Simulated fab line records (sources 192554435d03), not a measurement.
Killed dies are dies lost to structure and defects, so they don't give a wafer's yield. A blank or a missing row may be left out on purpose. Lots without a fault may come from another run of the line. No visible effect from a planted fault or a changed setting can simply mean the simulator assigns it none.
fab line records -- flow n5-finfet
[record] lots = 9, wafers = 27, last-day = 17
route steps=1938 shown BEOL_M0@732 BEOL_M1@753 BEOL_M4@1111 PASSIVATION@1936
lots untouched by any fault: they come from a run of this same line in which no faults occurred
start-h: start of the lot's first displayed wafer, in hours after the record's first day -- wait-h: time in hours since the lot's previous step -- " the same as in the row above -- L1.1+2: several wafers, shown together as one row -- - no value, or no start given -- * or withheld: withheld -- < > ~ a bound
route shown NAME@n: names a module that has steps shown in the file, with the first one's number in the route -- usual: the fault-free wafers' mean and standard deviation -- same: alike in all rows -- chamber/n: place in a boat -- sites: per-site readings -- _std_site: standard deviation of those values -- _edge_site: the outer-site mean with the inner-site mean subtracted -- radius-mm: how far each site lies from the wafer's centre -- mask NAME#n: copy n -- behind: the tool/chamber that last shaped the wafer -- hold: why the lot went on hold/how many hours it stayed there/how the hold came to an end -- device: the n, p or np transistor that did not switch -- end of line: the route-end tests of the same wafers -- a step with no rows: only its recipe -- killed: dies lost to structure and defects at the first sort, not the wafer's yield -- map: a wafer's dies, marking killed ones x, the rest . and places with no die _
set.NAME: the setting that was run; set.NAME@STEP: the one run at that earlier step -- model.NAME: the simulator's own value behind a step, which no gauge read
the route's steps for a sample of lots (tables are steps, rows are wafers)
services: the hour from which a tool's chamber was out of use, counted from the record's first day as start-h (under 0 if before that day), plus the number of hours and why
[[steps]]
[step N5_BEOL_M0_SURFACE_TREAT_137]
[recipe] gas = Ar, time-s = *, ion-energy-ev = *, ion-current-ma-cm2 = 0.5, pressure-mtorr = *, ar-flow-sccm = 30
[usual] throttle-valve-pct = *
lot.wafer,tool,chamber,start-h,wait-h,throttle-valve-pct
L899.1,pvd-sputter-01,-,122.28,0.1,*
L899.4,pvd-sputter-01,-,122.28,0.1,*
L899.5,pvd-sputter-01,-,122.28,0.1,*
L898.1,pvd-sputter-02,-,122.67,0.3,*
L898.3,pvd-sputter-02,-,122.67,0.3,*
L898.6,pvd-sputter-02,-,122.67,0.3,*
L903.1,pvd-sputter-02,-,149.97,0.4,*
L903.5,pvd-sputter-02,-,149.97,0.4,*
L903.6,pvd-sputter-02,-,149.97,0.4,*
L910.2,pvd-sputter-02,-,196.45,0.3,*
L910.3,pvd-sputter-02,-,196.45,0.3,*
L910.5,pvd-sputter-02,-,196.45,0.3,*
L913.3,pvd-sputter-02,-,206.22,0.2,*
L913.5,pvd-sputter-02,-,206.22,0.2,*
L913.6,pvd-sputter-02,-,206.22,0.2,*
L914.2,pvd-sputter-03,-,214.30,1.5,*
L914.5,pvd-sputter-03,-,214.30,1.5,*
L914.6,pvd-sputter-03,-,214.30,1.5,*
L915.2,pvd-sputter-01,-,221.04,0.2,*
L915.5,pvd-sputter-01,-,221.04,0.2,*
L915.6,pvd-sputter-01,-,221.04,0.2,*
L916.1,pvd-sputter-03,-,229.37,0.1,*
L916.4,pvd-sputter-03,-,229.37,0.1,*
L916.6,pvd-sputter-03,-,229.37,0.1,*
L920.2,pvd-sputter-02,-,254.87,0.2,*
L920.4,pvd-sputter-02,-,254.87,0.2,*
L920.5,pvd-sputter-02,-,254.87,0.2,*
[step N5_BEOL_M0_RS_MEAS_126]
[recipe] thk-meas-gauge = four-point-probe, reads = Co_of_BEOL_M0_CO_CAP_123+Cu_of_BEOL_M0_ECD_118+Co_of_BEOL_M0_CVD_115+TaN_of_BEOL_M0_ALD_136
[usual] M0_RS = 0.532/0.017
lot.wafer,tool,chamber,start-h,wait-h,M0_RS[ohm/sq]
L899.1,film-metro-01,-,123.94,0.0,0.571
L899.4,film-metro-01,-,123.94,0.0,0.551
L899.5,film-metro-01,-,123.94,0.0,0.561
L898.1,film-metro-02,-,126.06,0.0,0.502
L898.3,film-metro-02,-,126.06,0.0,0.512
L898.6,film-metro-02,-,126.06,0.0,0.515
L903.1,film-metro-02,-,151.56,0.0,0.532
L903.5,film-metro-02,-,151.56,0.0,0.529
L903.6,film-metro-02,-,151.56,0.0,0.531
L910.2,film-metro-01,-,198.75,0.1,0.523
L910.3,film-metro-01,-,198.75,0.1,0.527
L910.5,film-metro-01,-,198.75,0.1,0.507
L913.3,film-metro-01,-,207.97,0.1,0.552
L913.5,film-metro-01,-,207.97,0.1,0.519
L913.6,film-metro-01,-,207.97,0.1,0.529
L914.2,film-metro-01,-,215.91,0.1,0.510
L914.5,film-metro-01,-,215.91,0.1,0.503
L914.6,film-metro-01,-,215.91,0.1,0.514
L915.2,film-metro-02,-,222.79,0.1,0.531
L915.5,film-metro-02,-,222.79,0.1,0.532
L915.6,film-metro-02,-,222.79,0.1,0.533
L916.1,film-metro-02,-,231.82,0.0,0.528
L916.4,film-metro-02,-,231.82,0.0,0.523
L916.6,film-metro-02,-,231.82,0.0,0.521
L920.2,film-metro-02,-,257.20,0.1,0.558
L920.4,film-metro-02,-,257.20,0.1,0.539
L920.5,film-metro-02,-,257.20,0.1,0.517
[step N5_BEOL_M1_PECVD_72]
[recipe] material = SiO2, target-thk-a = 160, temp-c = 400, precursor = TEOS/O2, pressure-torr = 5.5, rf-w = 450, teos-flow-sccm = 53.8, gas = O2, flow-sccm = 3000, time-s = 18
[usual] heater-power-w = 772/68, showerhead-plenum-p-Torr = 8.79/0.056, throttle-valve-pct = 22.1/0.69
lot.wafer,tool,chamber,start-h,wait-h,heater-power-w,showerhead-plenum-p-Torr,throttle-valve-pct
L899.1,pecvd-02,0,124.11,0.0,872,8.84,22.0
L899.4,pecvd-02,2,124.11,0.0,846,8.84,22.9
L899.5,pecvd-02,1,124.11,0.0,821,8.73,22.2
L898.1,pecvd-02,0,126.22,0.0,847,8.86,21.7
L898.3,pecvd-02,2,126.22,0.0,887,8.85,22.2
L898.6,pecvd-02,2,126.22,0.0,911,8.83,22.4
L903.1,pecvd-03,1,151.72,0.0,731,8.79,22.1
L903.5,pecvd-03,0,151.72,0.0,672,8.72,23.2
L903.6,pecvd-03,1,151.72,0.0,737,8.81,22.5
L910.2,pecvd-01,1,198.92,0.0,843,8.75,22.4
L910.3,pecvd-01,2,198.92,0.0,829,8.79,20.8
L910.5,pecvd-01,2,198.92,0.0,819,8.77,20.8
L913.3,pecvd-02,0,208.14,0.0,763,8.85,22.0
L913.5,pecvd-02,1,208.14,0.0,745,8.72,21.9
L913.6,pecvd-02,2,208.14,0.0,760,8.84,22.9
L914.2,pecvd-01,0,216.08,0.0,849,8.78,21.8
L914.5,pecvd-01,2,216.08,0.0,856,8.76,20.3
L914.6,pecvd-01,1,216.08,0.0,824,8.73,22.3
L915.2,pecvd-03,0,222.95,0.0,649,8.70,23.2
L915.5,pecvd-03,2,222.95,0.0,762,8.86,21.8
L915.6,pecvd-03,0,222.95,0.0,642,8.70,23.1
L916.1,pecvd-03,2,231.99,0.0,822,8.88,22.1
L916.4,pecvd-03,0,231.99,0.0,680,8.71,23.2
L916.6,pecvd-03,1,231.99,0.0,709,8.83,22.4
L920.2,pecvd-03,2,257.40,0.0,753,8.86,22.1
L920.4,pecvd-03,0,257.40,0.0,742,8.71,23.4
L920.5,pecvd-03,1,257.40,0.0,686,8.80,22.4
[step N5_BEOL_M1_INSPECT_13]
[recipe] mode = adi, inspect-instrument = brightfield
[usual] raw-defect-count = 373/77
lot.wafer,tool,chamber,start-h,wait-h,raw-defect-count
L899.1,defect-inspect-01,-,125.37,0.1,370
L899.4,defect-inspect-01,-,125.37,0.1,336
L899.5,defect-inspect-01,-,125.37,0.1,334
L898.1,defect-inspect-01,-,128.49,0.1,325
L898.3,defect-inspect-01,-,128.49,0.1,258
L898.6,defect-inspect-01,-,128.49,0.1,243
L903.1,defect-inspect-02,-,152.26,0.1,558
L903.5,defect-inspect-02,-,152.26,0.1,440
L903.6,defect-inspect-02,-,152.26,0.1,385
L910.2,defect-inspect-02,-,199.95,0.0,360
L910.3,defect-inspect-02,-,199.95,0.0,1695
L910.5,defect-inspect-02,-,199.95,0.0,1720
L913.3,defect-inspect-02,-,209.23,0.0,513
L913.5,defect-inspect-02,-,209.23,0.0,414
L913.6,defect-inspect-02,-,209.23,0.0,583
L914.2,defect-inspect-02,-,217.53,0.0,350
L914.5,defect-inspect-02,-,217.53,0.0,1438
L914.6,defect-inspect-02,-,217.53,0.0,296
L915.2,defect-inspect-02,-,223.82,0.0,395
L915.5,defect-inspect-02,-,223.82,0.0,486
L915.6,defect-inspect-02,-,223.82,0.0,433
L916.1,defect-inspect-01,-,233.01,0.1,329
L916.4,defect-inspect-01,-,233.01,0.1,337
L916.6,defect-inspect-01,-,233.01,0.1,574
L920.2,defect-inspect-01,-,257.97,0.0,244
L920.4,defect-inspect-01,-,257.97,0.0,408
L920.5,defect-inspect-01,-,257.97,0.0,328
[step N5_BEOL_M1_STRIP_19]
[recipe] chemistry = O2, power-w = 400, temp-c = 40, pressure-mtorr = 30, rf-frequency-hz = 6e+07, bias-power-w = 0, overash-fraction = 0.2, o2-flow-sccm = 225
[usual] drypump-motor-current-A = 5.7/0.39, oes-product-au = 0.79/0.069, rf-vpp-V = 3.6/0.48, showerhead-plenum-p-Torr = 2.11/0.044, throttle-valve-pct = 16.7/0.31
lot.wafer,tool,chamber,start-h,wait-h,drypump-motor-current-A,oes-product-au,rf-hours-counter-h,rf-vpp-V,showerhead-plenum-p-Torr,throttle-valve-pct
L899.1,rie-diel-05,0,125.80,0.1,5.7,0.71,211,3.5,2.09,17.1
L899.4,rie-diel-05,0,125.80,0.1,5.7,0.71,-,4.4,2.09,17.1
L899.5,rie-diel-05,3,125.80,0.1,5.4,0.75,-,3.8,2.09,17.2
L898.1,rie-diel-03,2,128.88,0.1,5.5,0.76,130,3.1,2.10,16.6
L898.3,rie-diel-03,3,128.88,0.1,6.3,0.93,20,3.9,2.15,16.5
L898.6,rie-diel-03,1,128.88,0.1,6.1,0.75,-,4.1,2.20,16.6
L903.1,rie-diel-05,0,152.69,0.1,5.7,0.70,221,3.3,2.08,17.1
L903.5,rie-diel-05,1,152.69,0.1,6.3,0.81,-,3.9,2.12,16.9
L903.6,rie-diel-05,0,152.69,0.1,5.7,0.70,-,4.1,2.08,17.1
L910.2,rie-diel-05,3,200.34,0.1,5.4,0.73,179,3.3,2.09,17.2
L910.3,rie-diel-05,2,200.34,0.1,5.0,0.89,31,3.3,2.14,16.1
L910.5,rie-diel-05,1,200.34,0.1,6.2,0.80,-,4.1,2.12,17.0
L913.3,rie-diel-03,2,209.62,0.1,5.5,0.74,154,3.8,2.09,16.6
L913.5,rie-diel-03,1,209.62,0.1,6.2,0.73,-,4.7,2.19,16.7
L913.6,rie-diel-03,0,209.62,0.1,6.2,0.78,-,3.0,2.02,16.4
L914.2,rie-diel-03,2,218.08,0.1,5.5,0.73,157,3.6,2.09,16.6
L914.5,rie-diel-03,0,218.08,0.1,6.2,0.78,-,3.2,2.02,16.4
L914.6,rie-diel-03,1,218.08,0.1,6.2,0.73,-,2.8,2.19,16.7
L915.2,rie-diel-05,0,224.21,0.1,5.7,0.69,240,3.4,2.08,17.1
L915.5,rie-diel-05,3,224.21,0.1,5.4,0.73,-,3.8,2.08,17.2
L915.6,rie-diel-05,0,224.21,0.1,5.7,0.69,-,4.1,2.08,17.1
L916.1,rie-diel-05,1,233.49,0.2,6.2,0.79,112,3.5,2.11,17.0
L916.4,rie-diel-05,0,233.49,0.2,5.7,0.70,242,3.7,2.08,17.1
L916.6,rie-diel-05,2,233.49,0.2,5.0,0.87,-,4.2,2.14,16.1
L920.2,rie-diel-01,0,259.01,0.2,5.6,0.75,161,4.2,2.10,16.7
L920.4,rie-diel-01,2,259.01,0.2,5.7,0.82,79,2.7,2.04,16.4
L920.5,rie-diel-01,3,259.01,0.2,5.1,0.93,-,3.9,2.14,16.3
[step N5_BEOL_M4_RC_MEAS_101]
[usual] DIBL_N = 36.4/1.4, DIBL_P = 36.3/1.5, IOFF_N = 0.162/0.023, IOFF_P = 0.211/0.027, ION_N = 676/9.7, ION_P = 463/6.4, SS_N = 71.5/0.5, SS_P = 73.3/0.6, VT_N = 249.3/2.5, VT_P = -249.9/2.8
lot.wafer,tool,chamber,start-h,wait-h,DIBL_N[mV/V],DIBL_P[mV/V],IOFF_N[nA/um],IOFF_P[nA/um],ION_N[uA/um],ION_P[uA/um],SS_N[mV/dec],SS_P[mV/dec],VT_N[mV],VT_P[mV]
L899.1,prober-02,0,163.23,0.0,37.8,35.0,0.163,0.205,663,456,72.0,73.1,250.6,-251.6
L899.4,prober-02,0,163.23,0.0,37.2,35.9,0.155,0.225,672,466,71.1,72.1,249.4,-249.4
L899.5,prober-02,0,163.23,0.0,38.0,36.3,0.161,0.222,664,457,71.8,73.2,250.6,-248.1
L898.1,prober-02,0,171.00,0.0,38.5,37.2,0.193,0.238,675,461,72.4,73.6,249.0,-247.1
L898.3,prober-02,0,171.00,0.0,37.3,36.1,0.166,0.221,675,467,71.7,73.4,249.5,-250.3
L898.6,prober-02,0,171.00,0.0,37.8,36.4,0.186,0.228,676,459,72.4,74.0,248.0,-248.3
L903.1,prober-01,0,195.49,0.0,37.1,37.2,0.183,0.225,700,469,71.8,73.9,247.9,-248.5
L903.5,prober-01,0,195.49,0.0,35.7,35.8,0.159,0.202,688,467,71.3,73.1,246.8,-252.4
L903.6,prober-01,0,195.49,0.0,36.9,37.4,0.177,0.217,693,467,71.5,74.4,248.6,-251.1
L910.2,prober-02,0,237.07,0.2,37.0,36.7,0.177,0.185,682,456,71.9,73.0,247.8,-255.2
L910.3,prober-02,0,237.07,0.2,37.2,38.1,0.190,0.202,687,458,71.6,74.1,247.5,-252.1
L910.5,prober-02,0,237.07,0.2,37.8,37.9,0.192,0.205,686,459,71.6,73.4,244.2,-253.5
L913.3,prober-01,0,254.92,0.3,35.0,35.2,0.154,0.215,688,472,71.2,74.1,246.0,-248.1
L913.5,prober-01,0,254.92,0.3,35.0,35.0,0.155,0.213,680,469,70.3,73.4,250.0,-248.0
L913.6,prober-01,0,254.92,0.3,35.4,35.9,0.172,0.230,681,466,71.2,73.5,244.4,-247.5
L915.2,prober-02,0,262.77,0.2,34.5,34.5,0.114,0.160,675,458,70.7,72.1,257.0,-254.2
L915.5,prober-02,0,262.77,0.2,36.7,37.4,0.153,0.189,671,455,71.2,73.1,250.9,-253.6
L915.6,prober-02,0,262.77,0.2,37.1,37.9,0.167,0.222,683,460,71.2,73.3,250.9,-250.4
L916.1,prober-02,0,269.98,0.0,40.7,39.0,0.230,0.267,675,460,72.9,74.4,247.4,-248.4
L916.4,prober-02,0,269.98,0.0,37.8,36.8,0.179,0.214,682,466,71.9,74.1,247.4,-249.9
L916.6,prober-02,0,269.98,0.0,38.3,36.3,0.175,0.209,669,454,72.8,73.3,249.5,-248.8
L914.2,prober-02,0,272.06,0.2,36.4,35.6,0.141,0.203,683,470,71.8,73.0,250.3,-251.5
L914.5,prober-02,0,272.06,0.2,38.5,38.1,0.177,0.247,692,472,71.7,73.6,246.2,-246.2
L914.6,prober-02,0,272.06,0.2,36.7,36.1,0.150,0.213,676,467,72.1,72.8,248.3,-247.7
L920.2,prober-01,0,296.27,0.2,36.9,36.1,0.163,0.192,676,459,71.7,73.5,249.4,-251.9
L920.4,prober-01,0,296.27,0.2,40.8,42.2,0.254,0.309,706,473,72.2,75.0,244.1,-243.8
L920.5,prober-01,0,296.27,0.2,38.4,38.3,0.188,0.240,699,472,71.9,74.3,248.1,-250.8
[step N5_PASSIVATION_PROBE_49]
[usual] defect-limited-yield = 91.3/1.3, killed_at_M0_to_M3 = 33/8.9, killed_at_M4_up = 15/5.4, killed-at-contacts = 13/5.8, killed-at-front-end = 39/9.9, killed-at-other = 3.2/2.9, killed-dies = 102/15, killed-on-rim = 13/3.7, killed-open = 68/12, killed-short = 34/7.6, sort_bin_4_leakage = 0.00/0.007, sort_bin_5_function = 5.1/0.89, sort_bin_6_memory = 3.2/0.63, sort-n-pass = 1078/15, sort-yield-pct = 91.3/1.3
[same] gross-dies = 1180, killed-at-back-side = 0, sort_bin_8_speed[%] = 0
lot.wafer,tool,chamber,start-h,wait-h,defect-limited-yield[%],killed_at_M0_to_M3,killed_at_M4_up,killed-at-contacts,killed-at-front-end,killed-at-other,killed-dies,killed-on-rim,killed-open,killed-short,sort_bin_4_leakage[%],sort_bin_5_function[%],sort_bin_6_memory[%],sort-n-pass,sort-yield-pct[%]
L898.1,prober-01,-,263.01,0.0,90.9,24,24,14,41,4,107,14,79,28,0,5.0,3.7,1073,90.9
L898.3,prober-01,-,263.11,0.1,92.7,27,12,11,33,3,86,12,56,30,0,3.9,3.3,1094,92.7
L898.6,prober-01,-,263.26,0.3,92.0,45,11,9,21,8,94,15,59,34,0,5.2,2.2,1086,92.0
L903.1,prober-02,-,301.04,0.0,92.0,25,7,14,39,9,94,10,62,32,0,4.5,3.0,1086,92.0
L903.5,prober-02,-,301.24,0.2,92.4,20,21,16,29,4,90,9,63,27,0,5.0,2.4,1090,92.4
L903.6,prober-02,-,301.29,0.3,91.6,29,17,4,45,4,99,10,75,24,0,4.6,3.5,1081,91.6
L910.2,prober-01,-,332.60,0.1,89.2,60,10,24,32,1,127,15,79,48,0,5.8,4.6,1053,89.2
L910.3,prober-01,-,332.65,0.1,81.2,163,8,8,43,0,222,30,73,24,0,10.8,3.8,958,81.2
L910.5,prober-01,-,332.75,0.2,81.9,160,8,9,29,7,213,34,57,29,0,10.6,3.1,967,81.9
L913.3,prober-02,-,360.31,0.1,89.9,41,12,9,57,0,119,16,72,46,0,4.7,5.0,1061,89.9
L913.5,prober-02,-,360.41,0.2,91.0,26,22,15,43,0,106,12,69,37,0,4.7,3.8,1074,91.0
L913.6,prober-02,-,360.46,0.3,90.7,33,8,10,59,0,110,13,58,52,0,5.3,3.6,1070,90.7
L915.2,prober-02,-,364.78,0.1,90.0,40,14,23,40,1,118,13,89,28,0,6.2,3.7,1062,90.0
L915.5,prober-02,-,364.93,0.2,89.8,42,15,15,48,0,120,25,75,44,0,6.0,3.6,1060,89.8
L915.6,prober-02,-,364.98,0.3,89.5,45,13,18,45,3,124,14,87,34,0,5.3,4.7,1056,89.5
L914.2,prober-02,-,374.12,0.1,91.8,30,16,13,35,3,97,11,63,33,0,5.1,3.1,1083,91.8
L914.5,prober-02,-,374.27,0.2,82.2,138,12,14,42,4,210,30,65,24,0,10.4,3.4,970,82.2
L914.6,prober-02,-,374.32,0.3,90.6,28,14,18,46,5,111,13,76,32,0,5.0,4.1,1069,90.6
// killed by level:class
L898.1 BEOL_M0_SAQP:geometric-particle:open=9 FIN_SAQP:geometric-particle:open=8 MOL_CONTACT_COAG:geometric-particle:open=8 BEOL_M4:geometric-particle:open=8 STARTING-WAFER:geometric-particle:open=7 MOL_CONTACT_COAG:geometric-particle:short=6 STI_FIN_REVEAL:geometric-particle:open=5 BEOL_M5:geometric-particle:open=5
L898.3 BEOL_M0_SAQP:geometric-particle:open=12 MOL_CONTACT_COAG:geometric-particle:open=9 BEOL_M0_SAQP:geometric-particle:short=8 FIN_SAQP:geometric-particle:short=7 STI_FIN_REVEAL:geometric-particle:open=5 DUMMY_GATE:geometric-particle:open=5 FIN_SAQP:geometric-particle:open=4 BEOL_M3:geometric-particle:open=4
L898.6 BEOL_M0_SAQP:geometric-particle:short=10 BEOL_M0_SAQP:geometric-particle:open=9 MOL_CONTACT_COAG:geometric-particle:open=8 BEOL_M3:geometric-particle:open=8 BEOL_M1:geometric-particle:open=6 BEOL_M3:geometric-particle:short=6 PASS1_CAP:geometric-particle:open=5 STARTING-WAFER:geometric-particle:open=5
L903.1 MOL_CONTACT_COAG:geometric-particle:open=13 FIN_SAQP:geometric-particle:open=9 FIN_SAQP:geometric-particle:short=8 BEOL_M2:geometric-particle:open=7 STI_FIN_REVEAL:geometric-particle:open=5 BEOL_M0_SAQP:geometric-particle:open=5 PASS1_CAP:geometric-particle:short=5 STARTING-WAFER:geometric-particle:open=4
L903.5 BEOL_M4:geometric-particle:open=12 MOL_CONTACT_COAG:geometric-particle:open=11 FIN_SAQP:geometric-particle:open=7 STI_FIN_REVEAL:geometric-particle:open=7 MOL_CONTACT_COAG:geometric-particle:short=5 BEOL_M0_SAQP:geometric-particle:open=4 BEOL_M1:geometric-particle:open=4 BEOL_M3:geometric-particle:open=4
L903.6 FIN_SAQP:geometric-particle:open=17 BEOL_M2:geometric-particle:open=11 BEOL_M4:geometric-particle:open=8 BEOL_M1:geometric-particle:open=6 STI_FIN_REVEAL:geometric-particle:open=6 ILD0:geometric-particle:short=6 BEOL_M3:geometric-particle:open=6 FIN_SAQP:geometric-particle:short=5
L910.2 MOL_CONTACT_COAG:geometric-particle:open=18 BEOL_M0_SAQP:geometric-particle:open=17 BEOL_M0_SAQP:geometric-particle:short=13 BEOL_M2:geometric-particle:open=8 FIN_SAQP:geometric-particle:open=7 DUMMY_GATE:geometric-particle:open=7 BEOL_M3:geometric-particle:open=7 MOL_CONTACT_COAG:geometric-particle:short=6
L910.3 BEOL_M1:unspecified=125 STI_FIN_REVEAL:geometric-particle:open=16 BEOL_M3:geometric-particle:open=13 BEOL_M2:geometric-particle:open=8 BEOL_M0_SAQP:geometric-particle:open=7 FIN_SAQP:geometric-particle:open=6 DUMMY_GATE:geometric-particle:open=6 MOL_CONTACT_COAG:geometric-particle:open=6
L910.5 BEOL_M1:unspecified=127 FIN_SAQP:geometric-particle:open=9 FIN_SAQP:geometric-particle:short=8 MOL_CONTACT_COAG:geometric-particle:open=8 BEOL_M1:geometric-particle:open=8 BEOL_M0_SAQP:geometric-particle:open=5 BEOL_M0_SAQP:geometric-particle:short=5 DUMMY_GATE:geometric-particle:open=4
L913.3 FIN_SAQP:geometric-particle:short=13 BEOL_M0_SAQP:geometric-particle:open=13 BEOL_M0_SAQP:geometric-particle:short=11 MOL_CONTACT_COAG:geometric-particle:open=9 STI_FIN_REVEAL:geometric-particle:open=8 GATE_CUT:geometric-particle:short=7 BEOL_M4:geometric-particle:open=7 BEOL_M3:geometric-particle:open=6
L913.5 MOL_CONTACT_COAG:geometric-particle:open=13 FIN_SAQP:geometric-particle:open=8 BEOL_M5:geometric-particle:open=8 FIN_SAQP:geometric-particle:short=7 STI_FIN_REVEAL:geometric-particle:open=7 BEOL_M0_SAQP:geometric-particle:short=7 BEOL_M3:geometric-particle:open=7 GATE_CUT:geometric-particle:short=4
L913.6 FIN_SAQP:geometric-particle:short=21 BEOL_M0_SAQP:geometric-particle:short=12 FIN_SAQP:geometric-particle:open=10 MOL_CONTACT_COAG:geometric-particle:open=9 BEOL_M0_SAQP:geometric-particle:open=8 STARTING-WAFER:geometric-particle:short=6 DUMMY_GATE:geometric-particle:open=5 GATE_CUT:geometric-particle:short=5
L915.2 MOL_CONTACT_COAG:geometric-particle:open=21 BEOL_M0_SAQP:geometric-particle:open=11 BEOL_M3:geometric-particle:open=11 STI_FIN_REVEAL:geometric-particle:open=10 FIN_SAQP:geometric-particle:short=8 BEOL_M2:geometric-particle:open=8 BEOL_M0_SAQP:geometric-particle:short=7 GATE_CUT:geometric-particle:open=5
L915.5 STI_FIN_REVEAL:geometric-particle:open=13 MOL_CONTACT_COAG:geometric-particle:open=12 BEOL_M0_SAQP:geometric-particle:short=12 BEOL_M0_SAQP:geometric-particle:open=9 BEOL_M3:geometric-particle:open=8 FIN_SAQP:geometric-particle:open=7 GATE_CUT:geometric-particle:short=6 BEOL_M2:geometric-particle:open=6
L915.6 MOL_CONTACT_COAG:geometric-particle:open=15 STI_FIN_REVEAL:geometric-particle:open=12 BEOL_M3:geometric-particle:open=12 BEOL_M0_SAQP:geometric-particle:open=10 BEOL_M1:geometric-particle:open=7 FIN_SAQP:geometric-particle:open=6 FIN_SAQP:geometric-particle:short=5 STI_FIN_REVEAL:geometric-particle:short=5
L914.2 MOL_CONTACT_COAG:geometric-particle:open=9 BEOL_M0_SAQP:geometric-particle:short=9 STI_FIN_REVEAL:geometric-particle:open=8 BEOL_M4:geometric-particle:open=8 BEOL_M3:geometric-particle:open=8 DUMMY_GATE:geometric-particle:open=7 FIN_SAQP:geometric-particle:short=5 MOL_CONTACT_COAG:geometric-particle:short=4
L914.5 BEOL_M1:unspecified=121 STI_FIN_REVEAL:geometric-particle:open=13 MOL_CONTACT_COAG:geometric-particle:open=13 FIN_SAQP:geometric-particle:open=10 BEOL_M4:geometric-particle:open=7 STI_FIN_REVEAL:geometric-particle:short=6 FIN_SAQP:geometric-particle:short=4 BEOL_M0:geometric-particle:open=3
L914.6 STI_FIN_REVEAL:geometric-particle:open=16 MOL_CONTACT_COAG:geometric-particle:open=13 BEOL_M0_SAQP:geometric-particle:open=9 DUMMY_GATE:geometric-particle:open=7 BEOL_M0_SAQP:geometric-particle:short=6 STARTING-WAFER:geometric-particle:open=5 MOL_CONTACT_COAG:geometric-particle:short=5 BEOL_M3:geometric-particle:open=5
[[services]]
tool,chamber,start-h,hours,kind
rie-diel-05,0,106.62,15.8,repair
pvd-sputter-03,-,118.23,5.8,repair
rie-diel-01,0,123.95,6.4,repair
pecvd-01,-,130.28,0.3,repair
pecvd-02,0,152.39,2.1,scheduled-down
pecvd-02,2,157.97,5.5,scheduled-down
pvd-sputter-01,-,164.86,1.5,repair
pecvd-03,0,170.64,5.5,scheduled-down
pecvd-03,2,176.33,5.5,scheduled-down
rie-diel-01,3,177.08,-,clean
rie-diel-01,3,177.08,-,consumable-replace:focus-ring
rie-diel-01,3,177.08,12.5,scheduled-down
rie-diel-01,3,177.08,12.5,vent-cycle
pecvd-03,-,181.09,1.8,repair
pvd-sputter-02,-,187.05,3.7,repair
pecvd-03,-,199.99,14.6,pm
rie-diel-01,-,232.90,2.8,pm
rie-diel-03,2,248.66,32.5,repair
rie-diel-05,-,255.94,4.4,repair
[[key]]
[first-sign] step = N5_BEOL_M1_INSPECT_13, reading = raw-defect-count, direction = up, sigmas = 16, usual = 373, struck = 1618
[effect] step = N5_PASSIVATION_PROBE_49, reading = killed_at_M0_to_M3, direction = up, sigmas = 14, usual = 33, struck = 154
[more-kills-born-at] N5_BEOL_M1_PECVD_72@pecvd-01 = 373
met-at N5_BEOL_M1_PECVD_72
struck-lots L910,L914
struck-wafers L910.3,L910.5,L914.5
not-acting-at N5_BEOL_M0_SURFACE_TREAT_137,N5_BEOL_M0_RS_MEAS_126,N5_BEOL_M1_STRIP_19
[fault] kind = chamber-particle-source, tool = pecvd-01, chamber = 2, onset-h = 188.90, steps = N5_BEOL_M1_PECVD_72, rate-per-visit-cm2 = 1.9644, end-h = 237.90
